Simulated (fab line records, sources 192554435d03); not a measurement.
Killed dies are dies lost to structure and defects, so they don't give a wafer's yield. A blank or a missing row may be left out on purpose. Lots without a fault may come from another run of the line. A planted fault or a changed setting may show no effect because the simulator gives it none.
Problem report in the 8D (eight disciplines) form, filled by code | flow n5_finfet | the parts of the form that need people (team, actions taken, sign-off) are left out

1. THE PROBLEM
cd_nm at N5_BEOL_M11_CD_MEAS_11 reads a mean of 58.9 nm on 6 wafers of 2 lots; wafers without a fault read 64.0 nm with a standard deviation of 0.81. That is -6.3 standard deviations from the usual mean.
The step: target cd 64.1 nm.
First seen on wafer L300.2, day 13 21:03, on cd_sem-01. The record holds 23 wafers of 8 lots with a number at this step. Rule for "out", or "out of limits": more than 4 standard deviations from the usual mean. The other wafers with a number count as sound.

2. WHAT IT IS AND WHAT IT IS NOT
question                    | is                     | is not
which readings at this step | cd_nm                  | -
which lots                  | L300, L306             | L294, L297, L301, L307, L309, L311
which wafers of those lots  | all that have a number | -
read on which gauges        | cd_sem-01              | cd_sem-03
when                        | from day 13 21:03      | up to then (8 sound wafers); but 9 sound wafers of L307, L309, L311 came after

3. SUSPECTS, AND WHAT RULES EACH OUT
Counting: a tool at a process step up to the reading stays a suspect if it ran every lot that is out and no sound lot after the first of them.
- the gauge at N5_BEOL_M11_CD_MEAS_11: ruled out. All the wafers that are out were read on cd_sem-01, but those of them that N5_BEOL_M11_EXPOSE_08 has rows for are out there too, on other tools.
- arfi_scanner-01 at N5_BEOL_M11_EXPOSE_08 (exposes mask M11): kept. It ran every lot that is out, first L300 (day 13 20:56), and no sound lot after that; its last sound lot up to then is L301 (day 13 17:56). Its own readings are out on those wafers: exposure_dose_mJ_cm2.
Left after counting: arfi_scanner-01 at N5_BEOL_M11_EXPOSE_08.

4. THE CAUSE (what the simulator had put in)
Process parameter drift: arfi_scanner-01, from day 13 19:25 on, at N5_BEOL_M11_EXPOSE_08. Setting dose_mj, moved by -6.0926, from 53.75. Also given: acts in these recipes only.
Counting left only this tool.

5. THE CHAIN OF EFFECTS, in route order
Each row: a reading whose mean over the struck wafers that have a number lies more than 3 standard deviations from the usual. Only readings for which the record gives a usual standard deviation are gone through. hours: the time from each lot's start at the first step in this table that gives one to its start at this step, as a median over the lots. sigmas: the change in usual standard deviations.
hours | step                    | reading              | usual       | on struck wafers | change | sigmas
0     | N5_BEOL_M11_EXPOSE_08   | exposure_dose_mJ_cm2 | 53.70       | 48.70            | -5.01  | -85
0     | N5_BEOL_M11_CD_MEAS_11  | cd_nm                | 64.0 nm     | 58.9             | -5.1   | -6.3
1     | N5_BEOL_M11_CD_MEAS_18  | cd_nm                | 69.7 nm     | 64.7             | -5.0   | -5.2
36    | N5_BEOL_M15_RC_MEAS_101 | SERP_M11             | 3.08 ohm/um | 3.44             | +0.36  | +3.6
36    | N5_BEOL_M15_RC_MEAS_101 | SERP_M11_max_site    | 3.18 ohm/um | 3.53             | +0.35  | +3.2
The process steps in it:
- N5_BEOL_M11_EXPOSE_08: exposes mask M11.

6. WHAT WOULD HAVE CAUGHT IT SOONER
In this record the first reading out of limits at a measuring or inspecting step was taken at day 13 21:03, 2 hours after the fault began at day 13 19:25.
The tool's own readings at N5_BEOL_M11_EXPOSE_08 were out on every struck wafer that the step has a row for (exposure_dose_mJ_cm2): an alarm limit on them would have fired on the first of those.
Of the lots that are out (2), L306 began N5_BEOL_M11_EXPOSE_08 on arfi_scanner-01 after day 13 21:03. A hold on the tool at that time would have spared it.
